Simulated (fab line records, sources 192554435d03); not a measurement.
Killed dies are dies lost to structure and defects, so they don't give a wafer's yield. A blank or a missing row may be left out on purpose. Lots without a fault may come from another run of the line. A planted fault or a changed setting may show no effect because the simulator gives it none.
Chamber matching | flow n5_finfet | N5_BEOL_M1_STRIP_66 on rie_diel-02: 4 sister chambers
The step strips in CF4. 8 wafers are shown with their chamber, then 8 later ones without.

WAFERS WITH THEIR CHAMBER
wafer  | chamber | showerhead_plenum_p_Torr (Torr) | drypump_motor_current_A (A)
L075.5 | 0       | 1.88                            | 5.1
L076.4 | 1       | 1.73                            | 6.2
L078.5 | 0       | 1.88                            | 5.1
L078.6 | 3       | 1.84                            | 6.7
L083.2 | 2       | 1.81                            | 6.1
L083.3 | 1       | 1.73                            | 6.2
L083.6 | 3       | 1.84                            | 6.6
L090.1 | 2       | 1.80                            | 6.2

WAFERS WITHOUT THEIR CHAMBER
wafer  | showerhead_plenum_p_Torr (Torr) | drypump_motor_current_A (A)
L090.5 | 1.88                            | 5.1
L090.6 | 1.84                            | 6.6
L092.1 | 1.80                            | 6.1
L092.2 | 1.72                            | 6.2
L092.4 | 1.84                            | 6.6
L093.3 | 1.80                            | 6.1
L093.5 | 1.80                            | 6.1
L093.6 | 1.84                            | 6.6

WHICH CHAMBER EACH WENT THROUGH
wafer  | from the rows above | in truth
L090.5 | 0                   | 0
L090.6 | 3                   | 3
L092.1 | 2                   | 2
L092.2 | 1                   | 1
L092.4 | 3                   | 3
L093.3 | 2                   | 2
L093.5 | 2                   | 2
L093.6 | 3                   | 3
Placed correctly: 8 of 8. Can't be placed from these rows: 0. Placed wrongly: 0.
How it was worked out, from the rows above alone: a wafer's distance from a chamber is the root of the sum, over the readings, of the square of ((its reading less the chamber's mean) divided by the reading's scatter). The wafer belongs to the nearest chamber; if the next one is less than 2 further off, it can't be placed. A chamber's mean is the mean of its shown wafers. The scatter: the root of (the sum of the squares of (reading less its chamber's mean) over the shown wafers, divided by (wafers less chambers)).
